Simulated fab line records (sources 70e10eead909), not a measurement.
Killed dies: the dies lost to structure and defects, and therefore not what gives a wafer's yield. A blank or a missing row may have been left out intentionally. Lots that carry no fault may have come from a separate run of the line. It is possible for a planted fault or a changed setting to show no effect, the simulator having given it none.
A struck lot beside a sound one    flow nand-harc    14 out of 1302 route steps
Sound: wafers L897.2, L897.5, L897.6. Wafers struck: L905.3, L905.4, L905.5. The cause is given at the end.
For every step that has rows: the tool of each side, followed by ch and its chambers, followed by its first start. Under that, the readings that differ: sound wafers    struck wafers    difference of the means    sigmas: that difference in standard deviations of wafers without a fault.
alike: words and numbers the same on both sides, and readings whose means are apart by under 2 such deviations; not compared: readings that were withheld, readings missing a value for some wafer, numbers with overlapping values and no deviation given by the record, and bounds like >300 which may hide the same value.
Wherever a step has rows on one side only, a row that says differs or no value, or a row with sigmas, the two part there. Numbers that don't overlap but have no deviation are shown without sigmas and don't part them. Lack of a reading on every wafer of one side parts them only where that side has two or more wafers.

NHARC_A_CHANNEL_FILL_D2_ALD_02: deposits SiO2, target thk 6 nm, pulse time 10 s, ald cycles 60.
  sound on ald-hk-02 ch 0,3, day 13 11:16; struck on ald-hk-01 ch 0,1,2, day 16 15:10
  alike: heater-power-w, precursor-pulse-height-rel
NHARC_A_CHANNEL_FILL_D2_ALD_03: deposits SiNx, target thk 6 nm, pulse time 60 s, ald cycles 58.
  sound: ald-sin-batch-01 ch 0; struck: ald-sin-batch-01 ch 0
  alike: precursor-pulse-height-rel
then, 2 steps without rows for these wafers: NHARC_A_CHANNEL_FILL_D2_ALD_14 (deposits SiO2, target thk 2.5 nm, pulse time 10 s, ald cycles 25); NHARC_A_CHANNEL_FILL_D2_ALD_15 (deposits SiNx, target thk 2 nm, pulse time 60 s, ald cycles 19).
NHARC_A_CHANNEL_FILL_D2_ALD_16: deposits SiO2, target thk 1.5 nm, pulse time 10 s, ald cycles 15.
  sound on ald-hk-04 ch 0,1,2, day 13 23:26; struck on ald-hk-02 ch 0,2,3, day 17 03:10
  alike: heater-power-w, precursor-pulse-height-rel
then, 3 steps without rows for these wafers: NHARC_A_CHANNEL_FILL_D2_ANNEAL_17 (time 1800 s); NHARC_A_CHANNEL_FILL_D2_CVD_18 (deposits poly-Si, target thk 3 nm); NHARC_A_CHANNEL_FILL_D2_ETCHBACK_19 (etches the open film in HBr/Cl2, target depth 5 nm, time 1.7 s).
NHARC_A_CHANNEL_FILL_D2_ETCHBACK_20: etches the open film in C4F8/O2/Ar, target depth 27 nm, time 13.5 s.
  sound on rie-diel-08 ch 1,2,3, day 14 11:26; struck on rie-diel-06 ch 0,1, day 17 14:50
reading                sound           struck          difference  sigmas
oes-product-au (a.u.)  0.92 0.92 0.91  1.02 1.01 1.01  +0.10       +3
  alike: rf-vpp-V
  not compared: rf-hours-counter-h
NHARC_A_CHANNEL_FILL_D2_STRIP_28: strips in O2, time 20 s.
  sound on rie-diel-08 ch 1,2,3, day 14 11:31; struck on rie-diel-06 ch 2,3, day 17 14:55
  alike: drypump-motor-current-A, oes-product-au, rf-vpp-V, showerhead-plenum-p-Torr, throttle-valve-pct
  not compared: rf-hours-counter-h
then, 2 steps without rows for these wafers: NHARC_A_CHANNEL_FILL_D2_PRECLEAN_21 (cleans in dHF, time 30 s); NHARC_A_CHANNEL_FILL_D2_SRD_23.
NHARC_A_CHANNEL_FILL_D2_CVD_05: deposits poly-Si, target thk 5 nm.
  sound on lpcvd-poly-02 ch 0, day 14 13:58; struck on lpcvd-poly-04, day 17 17:17
  no value came back on the struck wafers for spike-tc-bottom-C (C), spike-tc-centre-C (C), zone-power-top-pct (%); on the sound wafers spike-tc-bottom-C (C) reads 572.2 573.5 574.4
then, 1 step without rows for these wafers: NHARC_A_CHANNEL_FILL_D2_ANNEAL_22 (time 7200 s).

== WHERE THEY PART ==
Last at NHARC_A_CHANNEL_FILL_D2_CVD_05 as far as this record goes, first at NHARC_A_CHANNEL_FILL_D2_ETCHBACK_20.

WHY: what the simulator had put in
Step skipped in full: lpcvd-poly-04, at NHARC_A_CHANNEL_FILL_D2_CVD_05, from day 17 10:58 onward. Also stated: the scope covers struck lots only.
